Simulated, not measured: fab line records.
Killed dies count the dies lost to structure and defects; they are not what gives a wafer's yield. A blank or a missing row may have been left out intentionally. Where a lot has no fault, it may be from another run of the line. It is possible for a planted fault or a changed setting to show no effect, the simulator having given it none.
Split-lot experiment    flow n5_finfet    21 wafers read across 7 lots, on a route 1938 steps long

ON THE SPLIT
At N5_BEOL_M10_HM_DEP_02 (deposits TiN, target thk 20 nm), the setting target_thk_a was moved away from the recipe's 200 angstrom on 4 of the 21 wafers read, by -11.5% to +8.7%. This setting was run at the recipe's value on the other wafers.

FROM THE SPLIT TO THE READING: what the file shows between them, 8 steps
- N5_BEOL_M10_COAT_59: time 60 s, resist thk 100 nm
- N5_BEOL_M10_COAT_60: time 60 s, resist thk 30 nm
- N5_BEOL_M10_STRIP_68: strips in N2/H2
- N5_BEOL_M10_STRIP_67: strips in CF4
- N5_BEOL_M10_HM_OPEN_17: chemistry Cl2/BCl3, target TiN, target depth 20 nm, overetch 6 nm
- N5_BEOL_M10_STRIP_19: strips in O2
- N5_BEOL_M10_STRIP_73: strips in C4F6/O2
- N5_BEOL_M10_STRIP_36: strips in N2/H2

THE READING
TiN_of_BEOL_M10_HM_DEP_02.thk_nm (the simulator's own value, which no gauge read), in nm, at N5_BEOL_M10_TRENCH_ETCH_37 (etches SiCOH lowk in C4F6/O2, target depth 148.83 nm, time 48 s). There is no usual value for it anywhere in the file. Here, 17 wafers ran the recipe; their average is 16.1 nm with a standard deviation of 0.32 nm.

wafer   tool, chamber at the split  target_thk_a as run, angstrom  against the recipe  TiN_of_BEOL_M10_HM_DEP_02.thk_nm, nm  against lot-mates on the recipe
L074.1  pvd_sputter-02, -           200                            recipe              15.6                                  -
L074.2  pvd_sputter-02, -           200                            recipe              16.4                                  -
L074.5  pvd_sputter-02, -           200                            recipe              16.4                                  -
L075.1  pvd_sputter-03, -           200                            recipe              16                                    -
L075.2  pvd_sputter-03, -           200                            recipe              16                                    -
L075.6  pvd_sputter-03, -           200                            recipe              16                                    -
L079.4  pvd_sputter-02, -           200                            recipe              16.2                                  -
L079.5  pvd_sputter-02, -           200                            recipe              16.4                                  -
L079.6  pvd_sputter-02, -           200                            recipe              15.8                                  -
L080.1  pvd_sputter-02, -           200                            recipe              16.2                                  -
L080.4  pvd_sputter-02, -           200                            recipe              15.8                                  -
L080.5  pvd_sputter-02, -           200                            recipe              16                                    -
L085.1  pvd_sputter-03, -           200                            recipe              15.8                                  -
L085.3  pvd_sputter-03, -           217.4                          +8.7%               17.2                                  +1.4
L085.6  pvd_sputter-03, -           217.4                          +8.7%               17.6                                  +1.8
L087.1  pvd_sputter-02, -           200                            recipe              16.8                                  -
L087.3  pvd_sputter-02, -           200                            recipe              15.8                                  -
L087.5  pvd_sputter-02, -           200                            recipe              16.6                                  -
L096.1  pvd_sputter-03, -           200                            recipe              16                                    -
L096.3  pvd_sputter-03, -           176.9                          -11.5%              14                                    -2.0
L096.4  pvd_sputter-03, -           176.9                          -11.5%              13.4                                  -2.6

THE FIT
A straight line over all 21 wafers: TiN_of_BEOL_M10_HM_DEP_02.thk_nm changes by +0.186 nm for each +1% of target_thk_a; r = +0.93; the points scatter about the line by 0.34 nm.
The same after taking each lot's own level away (the mean of its wafers on the recipe; 21 wafers): +0.193 nm for each +1%; r = +0.95; scatter 0.28 nm.
Per that fit: largest target_thk_a move, reading shift of 2.2 nm.
Measured against the standard deviation above, the lots' own levels, which go from 15.80 to 16.40 nm, span 1.9 times it.
Consequently the slope shifts little with the lot-to-lot level, the two slopes agreeing.
Check: with one of the wafers moved furthest among these (-11.5%) left out of the fit, the line predicts -2.38 nm for it against its lot-mates. It came out at -2 nm against them.

THE WHOLE CHAIN: every reading that the file lists as answering this split, in the file's order
step                        what it does                                                       reading                                                                            change (the file's fit)                r (the file's)
N5_BEOL_M10_HM_DEP_02       deposits TiN, target thk 20 nm                                     TiN_of_BEOL_M10_HM_DEP_02.thk_nm (the simulator's own value, which no gauge read)  +0.184 nm for each +1% of the setting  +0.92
N5_BEOL_M10_HM_OPEN_17      chemistry Cl2/BCl3, target TiN, target depth 20 nm, overetch 6 nm  etch.depth_nm (the simulator's own value, which no gauge read)                     +0.19 nm for each +1% of the setting   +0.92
N5_BEOL_M10_TRENCH_ETCH_37  etches SiCOH lowk in C4F6/O2, target depth 148.83 nm, time 48 s    TiN_of_BEOL_M10_HM_DEP_02.thk_nm (the simulator's own value, which no gauge read)  +0.194 nm for each +1% of the setting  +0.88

THE FILE'S OWN FIT
TiN_of_BEOL_M10_HM_DEP_02.thk_nm changes by +0.194 nm for each +1% of target_thk_a, r = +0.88.
